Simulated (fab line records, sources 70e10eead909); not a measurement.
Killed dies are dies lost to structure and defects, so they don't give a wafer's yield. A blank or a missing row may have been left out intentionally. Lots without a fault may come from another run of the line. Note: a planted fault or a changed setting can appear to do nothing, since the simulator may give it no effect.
A struck lot beside a sound one | flow nand-harc | 15 out of 1302 route steps
Sound: the wafers L683.1, L683.3, L683.4. Struck: wafer L680.3 (L680.2, L680.5, from the same lot, were not struck and are left out); the cause is given at the end.
Each step with rows lists, per side, the tool, then ch with its chambers, then its first start. Under that, the readings that differ: sound wafers | struck wafers | difference of the means | sigmas: that difference in standard deviations of wafers without a fault.
alike: words and numbers the same on both sides, and readings whose means are apart by under 2 such deviations; not compared: readings that were withheld, readings missing a value for some wafer, numbers with overlapping values and no deviation given by the record, and bounds like >300 which may hide the same value.
The two part at a step that has a row with sigmas, a row that says differs or no value, or rows on one side only. Numbers that have no deviation but don't overlap get no sigmas and don't part them. A reading that every wafer of one side lacks parts them only if that side has two wafers or more.

first, 7 steps without rows for these wafers: NHARC_A_BLC_COAT_03 (time 65 s); NHARC_A_BLC_COAT_04 (resist thk 90 nm); NHARC_A_BLC_SOFTBAKE_05 (time 55 s); NHARC_A_BLC_EBR_06; NHARC_A_BLC_EXPOSE_07 (exposes mask A BLC, target cd 100 nm); NHARC_A_BLC_PEB_08 (peb time 65 s); NHARC_A_BLC_DEVELOP_09 (develop time 35 s).
NHARC_A_BLC_CD_MEAS_10 targets a cd of 100 nm.
  sound on cd-sem-03 ch 0, day 30 19:11; struck on cd-sem-02 ch 0, day 29 17:49
  alike: cd-nm
NHARC_A_BLC_OVL_MEAS_11:
  sound on overlay-02, day 30 19:16; struck on overlay-02, day 29 17:54
  alike: overlay-x-nm, overlay-y-nm
NHARC_A_BLC_INSPECT_12:
  sound on defect-inspect-02, day 30 19:18; struck on defect-inspect-01, day 29 17:56
  reading          | sound      | struck | difference | sigmas
  raw-defect-count | 129 98 121 | 38     | -78        | -2
NHARC_A_BLC_DESCUM_15: chemistry O2, time 3 s.
  sound on rie-diel-12 ch 0,1,2, day 30 19:22; struck on rie-diel-08 ch 3, day 29 18:00
  reading                | sound | struck | difference | sigmas
  rf-hours-counter-h (h) | 5 5 5 | 12     | +7         |
  alike: drypump-motor-current-A, oes-product-au, rf-vpp-V, showerhead-plenum-p-Torr, throttle-valve-pct
NHARC_A_BLC_ETCH_16: etches the open film in CF4, target depth 39 nm, time 65 s.
  sound on rie-diel-12 ch 1,2,3, day 30 19:27; struck on rie-diel-08 ch 1, day 29 18:05
  reading                | sound | struck | difference | sigmas
  rf-hours-counter-h (h) | 5 5 5 | 11     | +6         |
  alike: bias-w, drypump-motor-current-A, oes-product-au, rf-fwd-power-W, rf-vpp-V, run-length-s, showerhead-plenum-p-Torr, throttle-valve-pct
NHARC_A_BLC_ETCH_17: etches the open film in N2/H2, target depth 390 nm, time 609.38 s.
  sound on rie-diel-12 ch 0,1,3, day 30 19:32; struck on rie-diel-08 ch 3, day 29 18:11
  reading                | sound             | struck | difference | sigmas
  rf-hours-counter-h (h) | 5 5 6             | 13     | +8         |
  run-length-s (s)       | 630.7 630.6 630.7 | 574.1  | -56.6      | -99 or more
  alike: drypump-motor-current-A, oes-product-au, rf-vpp-V, showerhead-plenum-p-Torr, throttle-valve-pct
  not compared: bias-w, rf-fwd-power-W
NHARC_A_BLC_ETCH_18: etches the open film in C4F8/O2/Ar, target depth 910 nm.
  sound on rie-diel-12 ch 0,2,3; struck on rie-diel-08 ch 2
  reading                | sound       | struck | difference | sigmas
  rf-hours-counter-h (h) | 5 5 6       | 13     | +8         |
  rf-vpp-V (V)           | 976 981 974 | 966    | -11        | -2
  alike: bias-w, oes-product-au, rf-fwd-power-W
after that, 1 step had no rows for these wafers: NHARC_END_SORT_01.

WHERE THEY PART
At NHARC_A_BLC_INSPECT_12 first; at NHARC_A_BLC_ETCH_18 last (within this record only).

WHY: what the simulator had put in
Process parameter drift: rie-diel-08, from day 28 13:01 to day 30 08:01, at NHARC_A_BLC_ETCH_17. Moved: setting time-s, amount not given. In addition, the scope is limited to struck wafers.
